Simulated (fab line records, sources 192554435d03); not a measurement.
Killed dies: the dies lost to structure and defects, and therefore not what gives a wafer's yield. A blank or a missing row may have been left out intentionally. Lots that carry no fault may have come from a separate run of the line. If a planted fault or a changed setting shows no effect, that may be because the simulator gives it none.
Which tool was responsible? + flow n5 finfet + 24 lots, 72 wafers sampled, at 6 steps of a route of 1938

## WHAT EACH GAUGE READ, for each wafer
N5_BEOL_M2_THK_MEAS_01. Usual: for M2_ILD_THK the level is 79.2 nm and the standard deviation is 1.3.
| lot  | measured     | on            | M2_ILD_THK (nm) | flag |
|------|--------------|---------------|-----------------|------|
| L074 | day 7 16:08  | film metro-02 | 78.0 79.2 78.9  |      |
| L075 | day 7 21:15  | film metro-01 | 79.2 78.2 80.7  |      |
| L078 | day 7 21:19  | film metro-01 | 77.4 77.5 79.9  |      |
| L076 | day 7 21:59  | film metro-02 | 77.9 78.1 78.8  |      |
| L077 | day 8 00:56  | film metro-01 | 79.2 79.8 80.9  |      |
| L080 | day 8 04:08  | film metro-02 | 78.6 79.2 80.3  |      |
| L079 | day 8 02:44  | film metro-02 | 78.2 79.9 79.1  |      |
| L081 | day 8 06:17  | film metro-02 | 78.5 78.2 80.2  |      |
| L082 | day 8 15:07  | film metro-02 | 78.5 79.0 79.8  |      |
| L083 | day 8 18:54  | film metro-02 | 77.8 78.2 77.7  |      |
| L084 | day 9 09:10  | film metro-01 | 78.6 78.6 80.2  |      |
| L085 | day 9 19:50  | film metro-02 | 79.2 78.0 80.6  |      |
| L086 | day 9 23:14  | film metro-01 | 80.4 81.6 79.6  |      |
| L088 | day 10 11:02 | film metro-01 | 80.1 80.2 79.9  |      |
| L087 | day 10 16:12 | film metro-02 | 80.4 79.3 79.4  |      |
| L089 | day 10 18:01 | film metro-02 | 78.0 78.6 79.1  |      |
| L092 | day 10 19:54 | film metro-02 | 80.7 82.1 79.8  |      |
| L090 | day 10 19:33 | film metro-02 | 76.9 79.1 78.3  |      |
| L091 | day 10 22:37 | film metro-01 | 75.8 77.9 76.0  |      |
| L093 | day 11 10:02 | film metro-02 | 79.9 81.0 79.9  |      |
| L094 | day 11 13:13 | film metro-01 | 77.8 79.1 76.7  |      |
| L096 | day 11 19:59 | film metro-02 | 77.3 79.9 79.6  |      |
| L095 | day 12 04:04 | film metro-01 | 78.6 78.3 80.4  |      |
| L097 | day 12 12:18 | film metro-01 | 80.1 79.8 80.2  |      |

## TOOL THAT RAN EACH LOT (tool first, then ch and the chambers of the sampled wafers, then the start)
| lot  | N5_BEOL_M1_DESCUM_16               | N5_BEOL_M1_STRIP_19                | N5_BEOL_M1_SPUTTER_48        | N5_BEOL_M1_ANNEAL_49         | N5_BEOL_M1_CO_CAP_55             |
|------|------------------------------------|------------------------------------|------------------------------|------------------------------|----------------------------------|
| L074 | rie diel-04 ch 1,2,3, day 7 05:35  | rie diel-05 ch 1,3, day 7 05:57    | pvd sputter-01, day 7 13:10  | pvd sputter-01, day 7 13:15  | cvd co-02 ch 0,1,2, day 7 15:47  |
| L075 | rie diel-05 ch 0,2,3, day 7 07:39  | rie diel-05 ch 0,2,3, day 7 08:01  | pvd sputter-02, day 7 18:17  | pvd sputter-02, day 7 18:22  | cvd co-01 ch 0,1, day 7 20:54    |
| L078 | rie diel-02 ch 0,1,2, day 7 09:51  | rie diel-02 ch 0,1,2, day 7 10:13  | pvd sputter-03, day 7 18:18  | pvd sputter-03, day 7 18:23  | cvd co-02 ch 0,1, day 7 20:57    |
| L076 | rie diel-02 ch 0,1,2, day 7 10:15  | rie diel-05 ch 1,2,3, day 7 10:37  | pvd sputter-01, day 7 18:52  | pvd sputter-01, day 7 18:57  | cvd co-02 ch 0,1, day 7 21:38    |
| L077 | rie diel-04 ch 0,1,2, day 7 11:14  | rie diel-04 ch 0,2,3, day 7 11:36  | pvd sputter-02, day 7 21:58  | pvd sputter-02, day 7 22:02  | cvd co-01 ch 0,1, day 8 00:37    |
| L080 | rie diel-05 ch 1,2, day 7 15:46    | rie diel-04 ch 1,2, day 7 16:08    | pvd sputter-01, day 8 01:09  | pvd sputter-01, day 8 01:14  | cvd co-01 ch 0,1, day 8 03:49    |
| L079 | rie diel-04 ch 0,2,3, day 7 16:13  | rie diel-05 ch 1,3, day 7 16:36    | pvd sputter-02, day 7 23:48  | pvd sputter-02, day 7 23:53  | cvd co-02 ch 1,2, day 8 02:25    |
| L081 | rie diel-04 ch 2,3, day 7 21:32    | rie diel-04 ch 0,2,3, day 7 21:59  | pvd sputter-02, day 8 02:48  | pvd sputter-02, day 8 02:53  | cvd co-02 ch 0,1, day 8 05:58    |
| L082 | rie diel-04 ch 0,3, day 8 07:26    | rie diel-04 ch 0,2,3, day 8 07:47  | pvd sputter-03, day 8 11:43  | pvd sputter-03, day 8 11:47  | cvd co-01 ch 0,1,2, day 8 14:37  |
| L083 | rie diel-02 ch 0,2,3, day 8 10:58  | rie diel-02 ch 1,2,3, day 8 11:24  | pvd sputter-02, day 8 15:58  | pvd sputter-02, day 8 16:02  | cvd co-02 ch 0,1,2, day 8 18:35  |
| L084 | rie diel-05 ch 0,3, day 9 02:50    | rie diel-04 ch 0,2, day 9 03:11    | pvd sputter-02, day 9 06:13  | pvd sputter-02, day 9 06:18  | cvd co-01 ch 0,1,2, day 9 08:52  |
| L085 | rie diel-02 ch 0,3, day 9 05:37    | rie diel-04 ch 0,2, day 9 05:59    | pvd sputter-02, day 9 16:55  | pvd sputter-02, day 9 16:59  | cvd co-01 ch 0,1,2, day 9 19:32  |
| L086 | rie diel-02 ch 0,1,3, day 9 12:46  | rie diel-05 ch 1,2,3, day 9 13:08  | pvd sputter-02, day 9 20:17  | pvd sputter-02, day 9 20:22  | cvd co-02 ch 0,1,2, day 9 22:57  |
| L088 | rie diel-02 ch 0,1,3, day 9 23:03  | rie diel-05 ch 0,3, day 9 23:25    | pvd sputter-01, day 10 08:06 | pvd sputter-01, day 10 08:11 | cvd co-02 ch 1,2, day 10 10:44   |
| L087 | rie diel-05 ch 0,1,2, day 9 23:10  | rie diel-05 ch 1,2, day 9 23:32    | pvd sputter-03, day 10 13:16 | pvd sputter-03, day 10 13:20 | cvd co-02 ch 1,2, day 10 15:53   |
| L089 | rie diel-02 ch 0,1,3, day 10 02:59 | rie diel-04 ch 2,3, day 10 03:25   | pvd sputter-01, day 10 15:03 | pvd sputter-01, day 10 15:08 | cvd co-02 ch 0,2, day 10 17:40   |
| L092 | rie diel-05 ch 0,1, day 10 07:02   | rie diel-02 ch 0,3, day 10 07:23   | pvd sputter-01, day 10 16:53 | pvd sputter-01, day 10 16:58 | cvd co-02 ch 0,1,2, day 10 19:35 |
| L090 | rie diel-05 ch 0,2, day 10 07:40   | rie diel-05 ch 1,2, day 10 08:07   | pvd sputter-03, day 10 16:35 | pvd sputter-03, day 10 16:40 | cvd co-01 ch 0,1,2, day 10 19:13 |
| L091 | rie diel-02 ch 0,1,2, day 10 10:34 | rie diel-05 ch 0,1,2, day 10 10:55 | pvd sputter-01, day 10 19:34 | pvd sputter-01, day 10 19:39 | cvd co-01 ch 0,2, day 10 22:18   |
| L093 | rie diel-05 ch 0,2, day 11 01:50   | rie diel-02 ch 0,2,3, day 11 02:16 | pvd sputter-01, day 11 07:04 | pvd sputter-01, day 11 07:09 | cvd co-01 ch 0,1, day 11 09:43   |
| L094 | rie diel-04 ch 2,3, day 11 07:16   | rie diel-02 ch 0,2,3, day 11 07:43 | pvd sputter-03, day 11 10:16 | pvd sputter-03, day 11 10:21 | cvd co-02 ch 1,2, day 11 12:54   |
| L096 | rie diel-05 ch 0,2,3, day 11 13:34 | rie diel-04 ch 0,2,3, day 11 13:57 | pvd sputter-02, day 11 17:03 | pvd sputter-02, day 11 17:08 | cvd co-01 ch 0,1,2, day 11 19:43 |
| L095 | rie diel-05 ch 0,1,3, day 11 16:41 | rie diel-02 ch 0,1, day 11 17:08   | pvd sputter-02, day 12 00:39 | pvd sputter-02, day 12 00:44 | cvd co-02 ch 0,2, day 12 03:43   |
| L097 | rie diel-05 ch 0,2,3, day 11 23:32 | rie diel-04 ch 0,2,3, day 11 23:58 | pvd sputter-02, day 12 09:17 | pvd sputter-02, day 12 09:22 | cvd co-02 ch 0,2, day 12 11:57   |
- N5_BEOL_M1_DESCUM_16: chemistry O2, time 7 s.
- N5_BEOL_M1_STRIP_19: strips in O2.
- N5_BEOL_M1_SPUTTER_48: material Cu, target thk 4.5 nm, time 8.29 s.
- N5_BEOL_M1_ANNEAL_49: time 240 s.
- N5_BEOL_M1_CO_CAP_55: material Co, precursor CCTBA/H2, target thk 2 nm, time 102.1 s.

## AS READ BY THE TOOLS THEMSELVES (means over the sampled wafers that have a number; for cases with no such wafer, the mark the record gives instead)
N5_BEOL_M1_DESCUM_16. Usual: drypump motor current A 5.7 A, standard deviation 0.46; oes product au 0.78 a.u., standard deviation 0.1; rf vpp V 243.4 V, standard deviation 1.3; showerhead plenum p Torr 2.11 Torr, standard deviation 0.072; throttle valve pct 20.4 %, standard deviation 0.35.
| lot  | tool        | drypump motor current A (A) | oes product au (a.u.) | rf vpp V (V) | showerhead plenum p Torr (Torr) | throttle valve pct (%) | flag |
|------|-------------|-----------------------------|-----------------------|--------------|---------------------------------|------------------------|------|
| L074 | rie diel-04 | 5.4                         | 0.81                  | 243.4        | 2.08                            | 20.3                   |      |
| L075 | rie diel-05 | 5.9                         | 0.78                  | 242.9        | 2.09                            | 20.5                   |      |
| L078 | rie diel-02 | 5.8                         | 0.72                  | 243.1        | 2.11                            | 20.7                   |      |
| L076 | rie diel-02 | 5.9                         | 0.72                  | 242.4        | 2.11                            | 20.7                   |      |
| L077 | rie diel-04 | 5.4                         | 0.82                  | 243.8        | 2.14                            | 20.5                   |      |
| L080 | rie diel-05 | 5.6                         | 0.86                  | 242.8        | 2.04                            | 20.1                   |      |
| L079 | rie diel-04 | 5.1                         | 0.89                  | 243.9        | 2.17                            | 20.1                   |      |
| L081 | rie diel-04 | 5.0                         | 0.87                  | 243.3        | 2.11                            | 20.0                   |      |
| L082 | rie diel-04 | 5.1                         | 0.90                  | 243.9        | 2.15                            | 19.9                   |      |
| L083 | rie diel-02 | 5.7                         | 0.77                  | 243.4        | 2.13                            | 20.6                   |      |
| L084 | rie diel-05 | 5.7                         | 0.70                  | 243.3        | 2.11                            | 20.8                   |      |
| L085 | rie diel-02 | 5.6                         | 0.83                  | 244.5        | 2.18                            | 20.4                   |      |
| L086 | rie diel-02 | 5.7                         | 0.77                  | 244.7        | 2.16                            | 20.5                   |      |
| L088 | rie diel-02 | 5.7                         | 0.77                  | 244.1        | 2.16                            | 20.5                   |      |
| L087 | rie diel-05 | 5.9                         | 0.77                  | 243.2        | 2.08                            | 20.4                   |      |
| L089 | rie diel-02 | 5.8                         | 0.76                  | 244.6        | 2.16                            | 20.5                   |      |
| L092 | rie diel-05 | 5.8                         | 0.69                  | 243.4        | 2.09                            | 20.5                   |      |
| L090 | rie diel-05 | 6.2                         | 0.76                  | 243.0        | 2.11                            | 20.5                   |      |
| L091 | rie diel-02 | 5.9                         | 0.81                  | 243.6        | 2.11                            | 20.6                   |      |
| L093 | rie diel-05 | 6.0                         | 0.82                  | 242.9        | 2.07                            | 20.3                   |      |
| L094 | rie diel-04 | 4.9                         | 0.82                  | 243.1        | 2.12                            | 20.2                   |      |
| L096 | rie diel-05 | 5.9                         | 0.85                  | 243.4        | 2.08                            | 20.5                   |      |
| L095 | rie diel-05 | 5.7                         | 0.78                  | 243.1        | 2.09                            | 20.6                   |      |
| L097 | rie diel-05 | 5.8                         | 0.84                  | 242.2        | 2.08                            | 20.5                   |      |

N5_BEOL_M1_STRIP_19. Usual: drypump motor current A 5.6 A, standard deviation 0.44; oes product au 0.79 a.u., standard deviation 0.1; rf vpp V 3.7 V, standard deviation 0.54; showerhead plenum p Torr 2.12 Torr, standard deviation 0.077; throttle valve pct 16.6 %, standard deviation 0.36.
| lot  | tool        | drypump motor current A (A) | oes product au (a.u.) | rf vpp V (V) | showerhead plenum p Torr (Torr) | throttle valve pct (%) | flag |
|------|-------------|-----------------------------|-----------------------|--------------|---------------------------------|------------------------|------|
| L074 | rie diel-05 | 5.4                         | 0.71                  | 3.7          | 2.07                            | 16.8                   |      |
| L075 | rie diel-05 | 5.8                         | 0.77                  | 3.2          | 2.10                            | 16.8                   |      |
| L078 | rie diel-02 | 5.9                         | 0.72                  | 3.0          | 2.12                            | 17.0                   |      |
| L076 | rie diel-05 | 5.5                         | 0.78                  | 3.7          | 2.06                            | 16.7                   |      |
| L077 | rie diel-04 | 5.1                         | 0.90                  | 3.7          | 2.17                            | 16.3                   |      |
| L080 | rie diel-04 | 5.3                         | 0.78                  | 3.5          | 2.10                            | 16.8                   |      |
| L079 | rie diel-05 | 5.4                         | 0.70                  | 3.5          | 2.07                            | 16.9                   |      |
| L081 | rie diel-04 | 5.1                         | 0.88                  | 3.4          | 2.17                            | 16.3                   |      |
| L082 | rie diel-04 | 5.1                         | 0.89                  | 3.4          | 2.17                            | 16.3                   |      |
| L083 | rie diel-02 | 5.7                         | 0.76                  | 3.7          | 2.17                            | 16.9                   |      |
| L084 | rie diel-04 | 5.2                         | 0.88                  | 3.6          | 2.22                            | 16.4                   |      |
| L085 | rie diel-04 | 5.2                         | 0.88                  | 4.3          | 2.22                            | 16.4                   |      |
| L086 | rie diel-05 | 5.5                         | 0.76                  | 3.5          | 2.06                            | 16.7                   |      |
| L088 | rie diel-05 | 5.7                         | 0.68                  | 3.6          | 2.11                            | 17.1                   |      |
| L087 | rie diel-05 | 5.6                         | 0.75                  | 3.4          | 2.04                            | 16.5                   |      |
| L089 | rie diel-04 | 4.9                         | 0.82                  | 3.9          | 2.13                            | 16.5                   |      |
| L092 | rie diel-02 | 5.8                         | 0.77                  | 3.7          | 2.13                            | 16.7                   |      |
| L090 | rie diel-05 | 5.6                         | 0.76                  | 4.0          | 2.04                            | 16.5                   |      |
| L091 | rie diel-05 | 5.9                         | 0.76                  | 3.6          | 2.08                            | 16.7                   |      |
| L093 | rie diel-02 | 5.7                         | 0.85                  | 3.7          | 2.13                            | 16.7                   |      |
| L094 | rie diel-02 | 5.7                         | 0.85                  | 3.9          | 2.13                            | 16.7                   |      |
| L096 | rie diel-04 | 5.1                         | 0.85                  | 3.6          | 2.16                            | 16.4                   |      |
| L095 | rie diel-02 | 5.9                         | 0.72                  | 4.3          | 2.11                            | 16.9                   |      |
| L097 | rie diel-04 | 5.0                         | 0.84                  | 3.9          | 2.16                            | 16.4                   |      |

N5_BEOL_M1_SPUTTER_48. Usual: throttle valve pct at 30.1 %, with a standard deviation of 0.91.
| lot  | tool           | throttle valve pct (%) | flag |
|------|----------------|------------------------|------|
| L074 | pvd sputter-01 | 29.3                   |      |
| L075 | pvd sputter-02 | 30.0                   |      |
| L078 | pvd sputter-03 | 30.8                   |      |
| L076 | pvd sputter-01 | 29.2                   |      |
| L077 | pvd sputter-02 | 30.2                   |      |
| L080 | pvd sputter-01 | 29.9                   |      |
| L079 | pvd sputter-02 | 29.5                   |      |
| L081 | pvd sputter-02 | 30.4                   |      |
| L082 | pvd sputter-03 | 31.4                   |      |
| L083 | pvd sputter-02 | 30.1                   |      |
| L084 | pvd sputter-02 | 29.7                   |      |
| L085 | pvd sputter-02 | 30.0                   |      |
| L086 | pvd sputter-02 | 29.9                   |      |
| L088 | pvd sputter-01 | 30.2                   |      |
| L087 | pvd sputter-03 | 30.7                   |      |
| L089 | pvd sputter-01 | 30.0                   |      |
| L092 | pvd sputter-01 | 30.5                   |      |
| L090 | pvd sputter-03 | 31.1                   |      |
| L091 | pvd sputter-01 | 29.3                   |      |
| L093 | pvd sputter-01 | 30.0                   |      |
| L094 | pvd sputter-03 | 31.3                   |      |
| L096 | pvd sputter-02 | 30.0                   |      |
| L095 | pvd sputter-02 | 30.0                   |      |
| L097 | pvd sputter-02 | 30.0                   |      |

N5_BEOL_M1_ANNEAL_49. Usual: heater power w at 862 W, with a standard deviation of 130.
| lot  | tool           | heater power w (W) | flag |
|------|----------------|--------------------|------|
| L074 | pvd sputter-01 | 918                |      |
| L075 | pvd sputter-02 | 814                |      |
| L078 | pvd sputter-03 | 803                |      |
| L076 | pvd sputter-01 | 904                |      |
| L077 | pvd sputter-02 | 829                |      |
| L080 | pvd sputter-01 | 1046               |      |
| L079 | pvd sputter-02 | 801                |      |
| L081 | pvd sputter-02 | 913                |      |
| L082 | pvd sputter-03 | 809                |      |
| L083 | pvd sputter-02 | 810                |      |
| L084 | pvd sputter-02 | 839                |      |
| L085 | pvd sputter-02 | 826                |      |
| L086 | pvd sputter-02 | 841                |      |
| L088 | pvd sputter-01 | 938                |      |
| L087 | pvd sputter-03 | 793                |      |
| L089 | pvd sputter-01 | 962                |      |
| L092 | pvd sputter-01 | 1048               |      |
| L090 | pvd sputter-03 | 823                |      |
| L091 | pvd sputter-01 | 845                |      |
| L093 | pvd sputter-01 | 958                |      |
| L094 | pvd sputter-03 | 771                |      |
| L096 | pvd sputter-02 | 887                |      |
| L095 | pvd sputter-02 | 889                |      |
| L097 | pvd sputter-02 | 818                |      |

N5_BEOL_M1_CO_CAP_55. Usual: heater power w at 252 W, with a standard deviation of 12.
| lot  | tool      | heater power w (W) | flag |
|------|-----------|--------------------|------|
| L074 | cvd co-02 | 250                |      |
| L075 | cvd co-01 | 264                |      |
| L078 | cvd co-02 | 246                |      |
| L076 | cvd co-02 | 248                |      |
| L077 | cvd co-01 | 253                |      |
| L080 | cvd co-01 | 269                |      |
| L079 | cvd co-02 | 250                |      |
| L081 | cvd co-02 | 248                |      |
| L082 | cvd co-01 | 254                |      |
| L083 | cvd co-02 | 249                |      |
| L084 | cvd co-01 | 255                |      |
| L085 | cvd co-01 | 263                |      |
| L086 | cvd co-02 | 251                |      |
| L088 | cvd co-02 | 251                |      |
| L087 | cvd co-02 | 250                |      |
| L089 | cvd co-02 | 246                |      |
| L092 | cvd co-02 | 248                |      |
| L090 | cvd co-01 | 256                |      |
| L091 | cvd co-01 | 261                |      |
| L093 | cvd co-01 | 255                |      |
| L094 | cvd co-02 | 256                |      |
| L096 | cvd co-01 | 261                |      |
| L095 | cvd co-02 | 253                |      |
| L097 | cvd co-02 | 250                |      |

## THE ANSWER, worked out from the rows above alone
Rule: a lot counts as off when the mean over its wafers that have a number is more than 3 standard deviations away from the usual mean. Also off: a lot with no number at a reading for which 4 or more lots have one. Any other lot the step has rows for is counted as sound. First the gauges in route order, then the tools' own readings, where a lot's mean is used as printed above. At the first step where some lot is off, the reading lying furthest off is the one used; lots without a number count as furthest.
No lot is off on any of the readings shown, so nothing can be concluded from this.

## WHAT WAS PUT IN BY THE SIMULATOR
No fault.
